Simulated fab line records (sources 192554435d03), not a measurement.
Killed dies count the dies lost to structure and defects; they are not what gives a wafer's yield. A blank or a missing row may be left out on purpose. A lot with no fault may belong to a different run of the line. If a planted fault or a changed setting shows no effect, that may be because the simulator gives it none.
fab line records	flow n5-finfet
record lots=6	wafers=18	last-day=18
route steps=1938 shown BEOL_M1@789 PASSIVATION@1936
lots with no fault: from the same line, run without faults
start-h: the number of hours between the record's first day and the start of the first shown wafer of the lot	wait-h: how many hours have passed since the lot's step before this one	" same as the row above	L1.1+2: one row covering several wafers at once	- value missing, or start not given	* or withheld: withheld	< > ~ a bound
route shown NAME@n: a module of which the file shows steps, and the number in the route of the first	usual: average and standard deviation across the fault-free wafers	same: alike in all rows	chamber/n: place in a boat	sites: each site's reading	_std_site: the standard deviation of these	_edge_site: mean of outer sites minus mean of inner sites	radius-mm: for every site, how far away it sits from the centre of the wafer	mask NAME#n: copy n	behind: the last tool/chamber to shape the wafer	hold: why the lot went on hold/how many hours it stayed there/how the hold came to an end	device: the transistor (n, p or np) that didn't switch	end of line: the tests these same wafers got at the end of their route	where a step has no rows: the recipe by itself	killed: dies that structure and defects cost at the first sort, which is not the same as the wafer's yield	map: a wafer's dies, x killed, . not, _ none there
set.NAME: the setting as run; set.NAME@STEP: as run at that earlier step	model.NAME: the simulator's own value behind a step, which no gauge read
lots seen at some steps along the route; tables by step, rows by wafer
services: a tool's chamber out of use, with start hour (start-h, from the record's first day; less than 0 if before it), hours out, and reason
## steps
# step N5_BEOL_M1_DESCUM_33
# recipe chemistry=O2	time-s=7	source-power-w=50	bias-power-w=20	pressure-mtorr=20	rf-frequency-hz=2.712e+07	temp-c=40	resist=CAR-EUV	o2-flow-sccm=225
# step N5_BEOL_M1_ETCH_77
# recipe chemistry=N2/H2	target=underlayer	target-depth-a=65	mask-material=CAR-EUV	time-s=5.2	ion-energy-ev=200	pressure-mtorr=30	source-w=840	bias-w=150	n2-flow-sccm=200	h2-flow-sccm=200	ends=cleared
# step N5_BEOL_M1_ETCH_69
# recipe chemistry=CF4	target=SiARC	target-depth-a=156	mask-material=CAR-EUV	time-s=26	ion-energy-ev=80	pressure-mtorr=40	source-w=545	bias-w=36	Ar_flow_sccm=100	cf4-flow-sccm=100	ends=cleared
# step N5_BEOL_M1_ALD_98
# recipe material=SiO2	target-thk-a=25	temp-c=100	ald-precursor-family=BDEAS	ald-co-reactant=O2-plasma	pulse-time-s=1	co-reactant-pulse-time-s=1	purge-time-s=2	co-reactant-purge-time-s=2	ald-cycles=17	pressure-torr=2
# step N5_BEOL_M1_ETCHBACK_99
# recipe chemistry=CHF3	target=SiO2	target-depth-a=50	time-s=10.4	source-w=215	bias-w=47	Ar_flow_sccm=200	CHF3_flow_sccm=12	ion-energy-ev=100	pressure-mtorr=30
# step N5_BEOL_M1_ETCH_70
# recipe chemistry=N2/H2	target=SOC	target-depth-a=800	overetch-a=160	mask-material=SiARC	temp-c=40	time-s=120	ion-energy-ev=200	pressure-mtorr=30	source-w=840	bias-w=150	n2-flow-sccm=200	h2-flow-sccm=200
# step N5_BEOL_M1_STRIP_71
# recipe chemistry=N2/H2	temp-c=40	n2-flow-sccm=200	h2-flow-sccm=200	rf-frequency-hz=6e+07
# step N5_BEOL_M1_STRIP_78
# recipe chemistry=N2/H2	temp-c=40	n2-flow-sccm=200	h2-flow-sccm=200	rf-frequency-hz=6e+07
# step N5_BEOL_M1_VIA_ETCH_34
# recipe chemistry=C4F6/O2	target-depth-a=678	mask-material=SOC	pressure-mtorr=15	ion-energy-ev=250	taper-deg=4	time-s=64.4	source-w=350	bias-w=170	Ar_flow_sccm=300	C4F6_flow_sccm=10	O2_flow_sccm=10
# step N5_BEOL_M1_STRIP_83
# recipe chemistry=C4F6/O2	resist=SiARC	rf-frequency-hz=6e+07
# step N5_BEOL_M1_STRIP_36
# recipe chemistry=N2/H2	power-w=450	temp-c=40	pressure-mtorr=20	rf-frequency-hz=6e+07	overash-fraction=0.3	bias-power-w=7	h2-frac=0.5	n2-flow-sccm=200	h2-flow-sccm=200
# step N5_BEOL_M1_TRENCH_ETCH_37
# recipe chemistry=C4F6/O2	target-depth-a=552.07	target=SiOC	time-s=29	ion-energy-ev=250	pressure-mtorr=30	source-w=355	bias-w=185	Ar_flow_sccm=300	C4F6_flow_sccm=10	O2_flow_sccm=10
# step N5_BEOL_M1_ETCH_41
# recipe chemistry=CH3F/O2	target=SiCN	target-depth-a=319	taper-deg=2	time-s=57.8	ion-energy-ev=120	mask-material=TiN	pressure-mtorr=30	source-w=395	bias-w=75	Ar_flow_sccm=150	CH3F_flow_sccm=30	O2_flow_sccm=20
# usual O2_flow_sccm=20.01/0.061	bias-w=74.97/0.22	drypump-motor-current-A=5.8/0.5	oes-product-au=0.81/0.095	rf-vpp-V=297.4/1.5	showerhead-plenum-p-Torr=2.00/0.058	throttle-valve-pct=16.2/0.31
lot.wafer	tool	chamber	start-h	wait-h	O2_flow_sccm	bias-w	drypump-motor-current-A	oes-product-au	rf-hours-counter-h	rf-vpp-V	showerhead-plenum-p-Torr	throttle-valve-pct
L520.1	rie-diel-02	0	128.70	-	20.05	74.41	5.6	0.99	0	297.2	1.97	16.1
L520.4	"	3	"	"	19.95	75.07	6.2	0.69	205	294.5	1.91	16.5
L520.5	"	2	"	"	19.90	74.47	6.4	0.68	-	296.5	1.96	16.7
L521.3	rie-diel-01	1	136.78	-	20.01	75.36	5.7	0.93	18	298.5	2.12	15.7
L521.4	"	2	"	"	20.07	74.90	5.7	0.88	25	298.8	2.04	16.1
L521.6	"	2	"	"	20.08	75.14	5.7	0.89	-	297.3	2.04	16.1
L530.1	rie-diel-03	3	192.75	-	20.01	74.81	6.6	0.91	24	297.6	2.05	16.1
L530.3	"	0	"	"	20.00	75.37	4.9	0.78	141	297.0	2.01	16.1
L530.5	"	0	"	"	20.00	75.37	4.9	0.78	-	297.0	2.01	16.1
L532.1	rie-diel-03	0	230.15	-	20.02	75.24	4.9	0.76	153	295.9	2.00	16.1
L532.2	"	1	"	"	19.95	75.20	6.1	0.72	185	299.0	2.06	16.7
L532.5	"	3	"	"	20.04	74.92	6.7	0.88	-	297.5	2.05	16.1
L534.2	rie-diel-03	2	234.97	-	19.94	74.95	5.8	0.73	159	297.3	2.01	16.2
L534.3	"	3	"	"	19.96	75.23	6.6	0.88	39	296.9	2.05	16.1
L534.5	"	2	"	"	20.04	75.15	5.8	0.73	-	298.1	2.01	16.2
L538.1	rie-diel-01	2	264.47	-	20.08	74.91	5.7	0.82	69	296.7	2.03	16.2
L538.2	"	0	"	"	20.06	75.14	6.5	0.80	131	296.1	1.99	16.1
L538.3	"	3	"	"	19.94	75.03	5.4	0.91	23	295.9	1.97	15.9
# step N5_BEOL_M1_STRIP_97
# recipe chemistry=N2/H2	time-s=10	power-w=450	temp-c=40	pressure-mtorr=20	rf-frequency-hz=6e+07	bias-power-w=7	n2-flow-sccm=200	h2-flow-sccm=200
# step N5_BEOL_M1_OCD_MEAS_38
# usual trench-depth-nm=55.4/1.1
lot.wafer	tool	chamber	start-h	wait-h	trench-depth-nm
L520.1	ocd-01	-	128.83	-	56.5
L520.4	"	-	"	"	54.4
L520.5	"	-	"	"	52.3
L521.3	ocd-01	-	136.91	-	56.8
L521.4	"	-	"	"	55.7
L521.6	"	-	"	"	55.2
L530.1	ocd-02	-	192.88	-	57.0
L530.3	"	-	"	"	55.0
L530.5	"	-	"	"	55.0
L532.1	ocd-02	-	230.27	-	54.8
L532.2	"	-	"	"	54.0
L532.5	"	-	"	"	56.8
L534.2	ocd-02	-	235.10	-	54.8
L534.3	"	-	"	"	56.0
L534.5	"	-	"	"	54.6
L538.1	ocd-01	-	264.59	-	55.3
L538.2	"	-	"	"	54.5
L538.3	"	-	"	"	55.6
# step N5_BEOL_M1_HM_STRIP_39
# recipe chemistry=peroxide-tin-strip	material=TiN	target-depth-a=250	temp-c=50	time-s=158
# step N5_BEOL_M1_SRD_40
# recipe time-s=30	temp-c=23	rinse-liquid=diw	dry=ipa-marangoni
# step N5_BEOL_M1_PRECLEAN_42
# recipe chemistry=residue-remover	time-s=60	temp-c=40
# step N5_BEOL_M1_SRD_43
# recipe time-s=30	temp-c=23	rinse-liquid=diw	dry=ipa-marangoni
# step N5_BEOL_M1_CD_MEAS_35
# recipe target-cd-nm=18	target-cd-y-nm=21	polarity=opening
# usual cd-nm=17.9/0.37
lot.wafer	tool	chamber	start-h	wait-h	cd-nm
L520.1	cd-sem-01	-	128.98	0.0	18.0
L520.4	"	-	"	"	17.5
L520.5	"	-	"	"	18.0
L521.3	cd-sem-01	-	137.06	0.0	18.5
L521.4	"	-	"	"	17.9
L521.6	"	-	"	"	17.2
L530.1	cd-sem-03	-	193.03	0.0	18.3
L530.3	"	-	"	"	17.6
L530.5	"	-	"	"	17.6
L532.1	cd-sem-03	-	230.42	0.0	18.4
L532.2	"	-	"	"	18.7
L532.5	"	-	"	"	18.2
L534.2	cd-sem-03	-	235.25	0.0	17.6
L534.3	"	-	"	"	17.6
L534.5	"	-	"	"	18.5
L538.1	cd-sem-01	-	264.75	0.0	18.6
L538.2	"	-	"	"	18.3
L538.3	"	-	"	"	18.4
# step N5_BEOL_M1_DEGAS_44
# recipe ambient=vacuum	temp-c=250	time-s=60
# usual heater-power-w=333/34
lot.wafer	tool	chamber	start-h	wait-h	heater-power-w
L520.1	pvd-sputter-01	-	129.56	0.6	281
L520.4	"	-	"	"	341
L520.5	"	-	"	"	284
L521.3	pvd-sputter-01	-	137.66	0.6	337
L521.4	"	-	"	"	376
L521.6	"	-	"	"	280
L530.1	pvd-sputter-03	-	193.69	0.7	386
L530.3	"	-	"	"	291
L530.5	"	-	"	"	297
L532.1	pvd-sputter-03	-	230.47	0.0	385
L532.2	"	-	"	"	295
L532.5	"	-	"	"	340
L534.2	pvd-sputter-01	-	235.36	0.1	283
L534.3	"	-	"	"	382
L534.5	"	-	"	"	286
L538.1	pvd-sputter-02	-	265.11	0.4	367
L538.2	"	-	"	"	313
L538.3	"	-	"	"	322
# step N5_BEOL_M1_PRE_CLEAN_45
# recipe gas=H2/He	time-s=30	temp-c=250
# step N5_BEOL_M1_ALD_84
# recipe material=TaN	target-thk-a=*	temp-c=275	ald-precursor-family=PDMAT	ald-co-reactant=NH3	pressure-torr=3	carrier-flow-sccm=1500	pulse-time-s=2	purge-time-s=3	co-reactant-purge-time-s=2	co-reactant-pulse-time-s=3	ald-cycles=30	precursor-vessel-temp-c=75	precursor-vessel-pressure-torr=26.25	precursor-vessel-carrier-sccm=1000
# step N5_BEOL_M1_SURFACE_TREAT_85
# recipe gas=Ar	time-s=*	ion-energy-ev=*	ion-current-ma-cm2=0.5	pressure-mtorr=*	ar-flow-sccm=30
# step N5_BEOL_M1_CVD_47
# recipe material=Co	target-thk-a=30	temp-c=withheld	precursor=CCTBA/H2	pressure-torr=30	time-s=223.8
# step N5_BEOL_M1_SPUTTER_48
# recipe material=Cu	target-thk-a=45	temp-c=-20	chamber-pressure-pa=0.07	power-w=withheld	time-s=8.29
# step N5_BEOL_M1_ANNEAL_49
# recipe temp-c=400	time-s=240	ambient=vacuum
# step N5_BEOL_M1_SPUTTER_79
# recipe material=Cu	target-thk-a=45	temp-c=-20	chamber-pressure-pa=0.07	power-w=withheld	time-s=8.29
# usual throttle-valve-pct=30.5/1.1
lot.wafer	tool	chamber	start-h	wait-h	throttle-valve-pct
L520.1	pvd-sputter-01	-	130.39	0.1	31.1
L520.4	"	-	"	"	31.4
L520.5	"	-	"	"	31.5
L521.3	pvd-sputter-02	-	138.46	0.1	28.5
L521.4	"	-	"	"	29.4
L521.6	"	-	"	"	29.5
L530.1	pvd-sputter-03	-	196.63	0.1	29.4
L530.3	"	-	"	"	31.0
L530.5	"	-	"	"	32.5
L532.1	pvd-sputter-01	-	231.26	0.1	31.2
L532.2	"	-	"	"	31.5
L532.5	"	-	"	"	31.0
L534.2	pvd-sputter-02	-	236.13	0.1	28.6
L534.3	"	-	"	"	29.5
L534.5	"	-	"	"	29.5
L538.1	pvd-sputter-03	-	266.09	0.1	31.4
L538.2	"	-	"	"	29.4
L538.3	"	-	"	"	32.6
# step N5_BEOL_M1_ANNEAL_80
# recipe temp-c=400	time-s=240	ambient=vacuum
# step N5_BEOL_M1_SPUTTER_81
# recipe material=Cu	target-thk-a=45	temp-c=-20	chamber-pressure-pa=0.07	power-w=withheld	time-s=8.29
# step N5_BEOL_M1_ANNEAL_82
# recipe temp-c=400	time-s=240	ambient=vacuum
# usual heater-power-w=836/83
lot.wafer	tool	chamber	start-h	wait-h	heater-power-w
L520.1	pvd-sputter-01	-	130.69	0.0	855
L520.4	"	-	"	"	704
L520.5	"	-	"	"	916
L521.3	pvd-sputter-02	-	138.76	0.0	821
L521.4	"	-	"	"	914
L521.6	"	-	"	"	944
L530.1	pvd-sputter-03	-	196.93	0.0	731
L530.3	"	-	"	"	746
L530.5	"	-	"	"	951
L532.1	pvd-sputter-01	-	231.56	0.0	876
L532.2	"	-	"	"	716
L532.5	"	-	"	"	932
L534.2	pvd-sputter-02	-	236.43	0.0	821
L534.3	"	-	"	"	903
L534.5	"	-	"	"	797
L538.1	pvd-sputter-03	-	266.39	0.0	741
L538.2	"	-	"	"	740
L538.3	"	-	"	"	968
# step N5_BEOL_M1_SPUTTER_86
# recipe material=Cu	target-thk-a=45	temp-c=-20	chamber-pressure-pa=0.07	power-w=withheld	time-s=8.29
# step N5_BEOL_M1_ANNEAL_87
# recipe temp-c=400	time-s=240	ambient=vacuum
# step N5_BEOL_M1_SPUTTER_88
# recipe material=Cu	target-thk-a=45	temp-c=-20	chamber-pressure-pa=0.07	power-w=withheld	time-s=8.29
# step N5_BEOL_M1_ANNEAL_89
# recipe temp-c=400	time-s=240	ambient=vacuum
# usual heater-power-w=838/82
lot.wafer	tool	chamber	start-h	wait-h	heater-power-w
L520.1	pvd-sputter-01	-	131.13	0.0	872
L520.4	"	-	"	"	721
L520.5	"	-	"	"	918
L521.3	pvd-sputter-02	-	139.20	0.0	840
L521.4	"	-	"	"	911
L521.6	"	-	"	"	921
L530.1	pvd-sputter-03	-	197.37	0.0	735
L530.3	"	-	"	"	749
L530.5	"	-	"	"	956
L532.1	pvd-sputter-01	-	232.00	0.0	852
L532.2	"	-	"	"	692
L532.5	"	-	"	"	932
L534.2	pvd-sputter-02	-	236.87	0.0	837
L534.3	"	-	"	"	881
L534.5	"	-	"	"	801
L538.1	pvd-sputter-03	-	266.83	0.0	762
L538.2	"	-	"	"	742
L538.3	"	-	"	"	986
# step N5_BEOL_M1_SPUTTER_90
# recipe material=Cu	target-thk-a=45	temp-c=-20	chamber-pressure-pa=0.07	power-w=withheld	time-s=8.29
# step N5_BEOL_M1_ANNEAL_91
# recipe temp-c=400	time-s=240	ambient=vacuum
# step N5_BEOL_M1_SPUTTER_92
# recipe material=Cu	target-thk-a=45	temp-c=-20	chamber-pressure-pa=0.07	power-w=withheld	time-s=8.29
# step N5_BEOL_M1_ANNEAL_93
# recipe temp-c=400	time-s=240	ambient=vacuum
# step N5_BEOL_M1_SPUTTER_94
# recipe material=Cu	target-thk-a=45	temp-c=-20	chamber-pressure-pa=0.07	power-w=withheld	time-s=8.29
# usual throttle-valve-pct=30.5/1.1
lot.wafer	tool	chamber	start-h	wait-h	throttle-valve-pct
L520.1	pvd-sputter-01	-	131.71	0.1	31.0
L520.4	"	-	"	"	31.4
L520.5	"	-	"	"	31.2
L521.3	pvd-sputter-02	-	139.78	0.1	28.9
L521.4	"	-	"	"	29.5
L521.6	"	-	"	"	29.3
L530.1	pvd-sputter-03	-	197.95	0.1	29.2
L530.3	"	-	"	"	31.0
L530.5	"	-	"	"	32.7
L532.1	pvd-sputter-01	-	232.58	0.1	31.1
L532.2	"	-	"	"	31.6
L532.5	"	-	"	"	30.9
L534.2	pvd-sputter-02	-	237.45	0.1	28.9
L534.3	"	-	"	"	29.8
L534.5	"	-	"	"	29.2
L538.1	pvd-sputter-03	-	267.41	0.1	30.9
L538.2	"	-	"	"	29.7
L538.3	"	-	"	"	33.0
# step N5_BEOL_M1_ANNEAL_95
# recipe temp-c=400	time-s=240	ambient=vacuum
# step N5_BEOL_M1_SPUTTER_96
# recipe material=Cu	target-thk-a=45	temp-c=-20	chamber-pressure-pa=0.07	power-w=withheld	time-s=8.29
# step N5_PASSIVATION_PROBE_49
# usual defect-limited-yield=91.0/1.6	killed_at_M0_to_M3=35/11	killed_at_M4_up=14/5.3	killed-at-contacts=13/6.7	killed-at-front-end=41/12	killed-at-other=3.9/2.7	killed-dies=106/19	killed-open=70/14	killed-short=35/8.8	sort_bin_4_leakage=0.01/0.058	sort_bin_5_function=5.3/1	sort_bin_6_memory=3.3/0.81	sort-n-pass=1073/19	sort-yield-pct=91.0/1.6
# same gross-dies=1180	killed-at-back-side=0	sort_bin_8_speed[%]=0
lot.wafer	tool	chamber	start-h	wait-h	defect-limited-yield[%]	killed_at_M0_to_M3	killed_at_M4_up	killed-at-contacts	killed-at-front-end	killed-at-other	killed-dies	killed-open	killed-short	sort_bin_4_leakage[%]	sort_bin_5_function[%]	sort_bin_6_memory[%]	sort-n-pass	sort-yield-pct[%]
L530.1	prober-01	-	339.96	0.0	91.9	41	15	0	36	4	96	67	27	0	5.0	3.1	1084	91.9
L530.3	prober-01	-	340.06	0.1	89.7	58	12	6	41	4	121	85	35	0	6.8	3.2	1059	89.7
L530.5	prober-01	-	340.16	0.2	94.9	19	13	6	20	2	60	39	19	0	3.6	1.5	1120	94.9
L534.2	prober-02	-	370.69	0.1	80.2	173	10	9	37	5	234	60	32	0	12.4	4.2	946	80.2
L534.3	prober-02	-	370.74	0.1	81.5	164	2	6	40	6	218	54	39	0	11.2	3.6	962	81.5
L534.5	prober-02	-	370.84	0.2	81.2	162	10	10	40	0	222	51	28	0	12.4	4.0	958	81.2
L532.1	prober-01	-	373.52	0.0	77.8	184	10	1	58	9	262	72	45	0.08	13.1	5.6	917	77.7
L532.2	prober-01	-	373.57	0.1	82.5	156	13	4	29	4	206	51	25	0	10.6	3.3	974	82.5
L532.5	prober-01	-	373.72	0.2	83.6	141	11	5	32	4	193	42	26	0	10.2	2.7	987	83.6
L538.1	prober-02	-	423.41	0.0	90.8	23	12	5	64	4	108	63	44	0	5.8	3.0	1072	90.8
L538.2	prober-02	-	423.46	0.1	90.9	28	11	12	55	1	107	68	38	0	4.9	3.6	1073	90.9
L538.3	prober-02	-	423.51	0.1	93.0	20	6	7	48	2	83	63	20	0	4.3	2.5	1097	93.0
# killed by level:class
L530.1 FIN_SAQP:geometric-particle:open=17 BEOL_M3:geometric-particle:open=10 BEOL_M0_SAQP:geometric-particle:short=9 BEOL_M0_SAQP:geometric-particle:open=8 BEOL_M4:geometric-particle:open=7 BEOL_M2:geometric-particle:open=5 GATE_CUT:geometric-particle:short=4 FIN_SAQP:geometric-particle:short=3
L530.3 FIN_SAQP:geometric-particle:open=20 BEOL_M0_SAQP:geometric-particle:open=20 BEOL_M0_SAQP:geometric-particle:short=16 BEOL_M1:geometric-particle:open=7 BEOL_M3:geometric-particle:open=6 MOL_CONTACT_COAG:geometric-particle:open=5 FIN_SAQP:geometric-particle:short=4 DUMMY_GATE:geometric-particle:open=3
L530.5 BEOL_M2:geometric-particle:open=5 BEOL_M3:geometric-particle:open=5 MOL_CONTACT_COAG:geometric-particle:open=4 BEOL_M4:geometric-particle:open=4 FIN_SAQP:geometric-particle:short=3 FIN_SAQP:geometric-particle:open=3 STI_FIN_REVEAL:geometric-particle:open=3 GATE_CUT:geometric-particle:short=3
L534.2 BEOL_M1:unspecified=142 BEOL_M3:geometric-particle:open=14 FIN_SAQP:geometric-particle:short=10 MOL_CONTACT_COAG:geometric-particle:open=9 STI_FIN_REVEAL:geometric-particle:open=6 BEOL_M0_SAQP:geometric-particle:short=6 FIN_SAQP:geometric-particle:open=5 BEOL_M1:geometric-particle:open=5
L534.3 BEOL_M1:unspecified=125 BEOL_M0_SAQP:geometric-particle:short=14 BEOL_M0_SAQP:geometric-particle:open=11 FIN_SAQP:geometric-particle:open=7 STI_FIN_REVEAL:geometric-particle:open=6 GATE_CUT:geometric-particle:open=6 FIN_SAQP:geometric-particle:short=5 BEOL_M2:geometric-particle:open=5
L534.5 BEOL_M1:unspecified=143 STI_FIN_REVEAL:geometric-particle:open=13 MOL_CONTACT_COAG:geometric-particle:open=9 STI_FIN_REVEAL:geometric-particle:short=7 FIN_SAQP:geometric-particle:short=6 GATE_CUT:geometric-particle:short=5 BEOL_M1:geometric-particle:open=5 BEOL_M8:geometric-particle:open=5
L532.1 BEOL_M1:unspecified=145 STI_FIN_REVEAL:geometric-particle:open=16 FIN_SAQP:geometric-particle:open=12 FIN_SAQP:geometric-particle:short=9 BEOL_M0_SAQP:geometric-particle:short=9 BEOL_M1:geometric-particle:open=8 STI_FIN_REVEAL:geometric-particle:short=7 BEOL_M0_SAQP:geometric-particle:open=7
L532.2 BEOL_M1:unspecified=130 BEOL_M3:geometric-particle:open=7 BEOL_M1:geometric-particle:open=6 BEOL_M0_SAQP:geometric-particle:open=5 FIN_SAQP:geometric-particle:open=4 STI_FIN_REVEAL:geometric-particle:open=4 DUMMY_GATE:geometric-particle:open=4 BEOL_M4:geometric-particle:open=4
L532.5 BEOL_M1:unspecified=125 FIN_SAQP:geometric-particle:short=7 BEOL_M2:geometric-particle:open=7 STI_FIN_REVEAL:geometric-particle:open=6 BEOL_M4:geometric-particle:open=5 MOL_CONTACT_COAG:geometric-particle:open=4 FIN_SAQP:geometric-particle:open=3 DUMMY_GATE:geometric-particle:open=3
L538.1 FIN_SAQP:geometric-particle:short=17 FIN_SAQP:geometric-particle:open=16 STI_FIN_REVEAL:geometric-particle:open=9 BEOL_M2:geometric-particle:open=9 GATE_CUT:geometric-particle:short=6 MOL_CONTACT_COAG:geometric-particle:open=4 BEOL_M3:geometric-particle:open=4 STI_FIN_REVEAL:geometric-particle:short=3
L538.2 FIN_SAQP:geometric-particle:open=13 GATE_CUT:geometric-particle:short=12 MOL_CONTACT_COAG:geometric-particle:open=11 STI_FIN_REVEAL:geometric-particle:open=10 FIN_SAQP:geometric-particle:short=8 BEOL_M1:geometric-particle:open=7 BEOL_M2:geometric-particle:open=7 STI_FIN_REVEAL:geometric-particle:short=5
L538.3 STI_FIN_REVEAL:geometric-particle:open=14 BEOL_M2:geometric-particle:open=10 FIN_SAQP:geometric-particle:open=8 FIN_SAQP:geometric-particle:short=8 BEOL_M3:geometric-particle:open=6 DUMMY_GATE:geometric-particle:open=5 GATE_CUT:geometric-particle:open=4 MOL_CONTACT_COAG:geometric-particle:open=4
# map L532.1 (x killed, . not)
_________________......x...x.________________
______________...........x......_____________
___________....x.............x.....__________
__________.........x..........xx...._________
________.....................x....x..._______
_______..x......xx.......x.xx...x..x...______
______x.x....................xx.x.x..x.._____
_____x.....x................x.xxxxxxx....____
____......x...x............xxxxxxxxx...x..___
___..x.............x.....xxxxxxxxxxxx..x...__
___..........x..........xxxxxxxxxxxxxxxx...__
__...............x......xxxxxxxxxxxxxxxxx..._
__..x...................xxxxxxxxxxxxxxxx...._
_...............x......xxxxxxxxxxxxxxxxx..x..
_...x..................xxxxxxxxxxxxxxxx......
_..x...x.........x......x.x.xxxxxxxxxx.......
_.........x......x......xxxxxxxxxxxxx...x....
_....x............x..x...x.x.xxxx...x.......x
_.........x.x...x.x.......x.xxxxxx....x......
_..x...............x..xx....x.x...x..........
_.............................x.........x....
__..x.....................x......x......xx.x_
__.....x...........x..........x...x.....x..._
___xx........x.x.x.x...........x....x....x.__
___x.......................x........x...x..__
____.xx......x...x.............xx...x.....___
_____.....x....x...x.........x...........____
______..............x................x.._____
_______...............................x______
________.........x......x...........x._______
__________............x............._________
___________.x..........x.x....x..x.__________
______________.................._____________
_________________.........x.x________________
# map L534.2 (x killed, . not)
_________________x...x.x...x.________________
______________.........xx......._____________
___________...................x....__________
__________......x.x.........xx......_________
________......x.x..xxx...........x...._______
_______...x..xx.xxxx.xx............x...______
______x...x.xx.xxxxxxxx...x.x..x........_____
_____.......xxxxxxxxxxxxx...x...x........____
____.......xxxxxxxxxxxxxx.....x.....x..x..___
___........xxxxxxxxxxxxxx.............x....__
___.......xxxxxxxxxxxxxxxx.x.x.............__
__....x....xxxxxxxxxxxxxxx....x............._
__.........xxxxxxxxxxxxx.x....x......x......_
_........x.xxxxxxxxxxxxxx..........x..x...x..
_.........x.x.xxxxxxxxxx.....................
_..........xx..xx.xxx........................
_....x............x.xx.x.........x.x..x......
_..x.x.........xx..x...x..x...x......x.......
_...................................x..x.....
_x..........x............xx......x...........
_.x.......x.........x........x...............
__......x....x.........x.x..x..xx..........._
__..........x...........x..................._
___..x....x................................__
___.....x..........................x.......__
____.............................x....x...___
_____..x....................x..........x.____
______x.......x......................x.._____
_______x..........x....................______
________.....x..........x............._______
__________......x..................._________
___________....x.......x...........__________
______________.................._____________
_________________...........x________________
## services
tool	chamber	start-h	hours	kind
rie-diel-02	0	105.21	-	clean
rie-diel-02	0	105.21	-	consumable-replace:focus-ring
rie-diel-02	0	105.21	21.7	scheduled-down
rie-diel-02	0	105.21	21.7	vent-cycle
rie-diel-03	3	108.72	-	clean
rie-diel-03	3	108.72	-	consumable-replace:focus-ring
rie-diel-02	2	152.47	-	clean
rie-diel-02	2	152.47	-	consumable-replace:focus-ring
rie-diel-02	2	152.47	24.3	scheduled-down
rie-diel-02	2	152.47	24.3	vent-cycle
rie-diel-03	2	170.50	10.6	repair
rie-diel-01	3	172.28	-	clean
rie-diel-01	3	172.28	-	consumable-replace:focus-ring
rie-diel-01	3	172.28	17.3	scheduled-down
rie-diel-01	3	172.28	17.3	vent-cycle
rie-diel-02	-	186.52	0.8	repair
pvd-sputter-02	-	189.66	6.6	repair
rie-diel-01	3	216.72	5.4	repair
rie-diel-02	-	226.79	14.6	pm
## key
first-sign step=N5_PASSIVATION_PROBE_49	reading=killed_at_M0_to_M3	direction=up	sigmas=11	usual=35	struck=163
effect step=N5_PASSIVATION_PROBE_49	reading=killed-dies	direction=up	sigmas=6	usual=106	struck=222
more-kills-born-at N5_BEOL_M1_ETCH_41@rie-diel-03=810
met-at N5_BEOL_M1_ETCH_41
struck-wafers L532.1,L532.2,L532.5,L534.2,L534.3,L534.5
onset-between 192.75 230.15
fault kind=chamber-particle-source	tool=rie-diel-03	chamber=-	onset-h=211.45	steps=N5_BEOL_M1_ETCH_41	rate-per-visit-cm2=1.409	end-h=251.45
